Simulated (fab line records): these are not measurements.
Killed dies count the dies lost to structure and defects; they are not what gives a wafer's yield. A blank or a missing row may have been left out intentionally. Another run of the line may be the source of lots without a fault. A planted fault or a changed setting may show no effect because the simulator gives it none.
Chamber matching ; flow n5-finfet ; pecvd-02 running N5_FIN_SAQP_HM_DEP_03: 3 sister chambers
The step deposits SiNx from SiH4/NH3/N2, target thk 38 nm, time 33.6 s. 3 wafers are shown with their chamber, then 10 later ones without.

== WAFERS PAIRED WITH THEIR CHAMBERS ==
wafer;chamber;throttle-valve-pct (%)
L081.6;0;39.9
L090.4;1;38.9
L090.5;2;38.1

== WAFERS WITH NO CHAMBER GIVEN ==
wafer;throttle-valve-pct (%)
L090.6;39.8
L091.1;37.9
L091.2;39.1
L091.4;40.0
L093.2;39.0
L093.3;39.8
L093.5;39.8
L097.1;39.8
L097.3;38.2
L097.5;38.8

== WHICH CHAMBER EACH WENT THROUGH ==
wafer;from the rows above;in truth
L090.6;0;0
L091.1;2;2
L091.2;1;1
L091.4;0;0
L093.2;1;1
L093.3;0;0
L093.5;0;0
L097.1;0;0
L097.3;2;2
L097.5;1;1
Placed correctly: 10 of 10. Can't be placed from these rows: 0. 0 placed wrongly.
How it was worked out, from the rows above alone: a wafer's distance from a chamber is the root of the sum, over the readings, of the square of ((its reading less the chamber's mean) divided by the reading's scatter). The wafer belongs to the nearest chamber; if the next one is less than 2 further off, it can't be placed. A chamber's mean is the mean of its shown wafers. The scatter (one wafer shown for each chamber): square how far every hidden wafer sits from the nearest shown wafer, average those squares and take the square root.
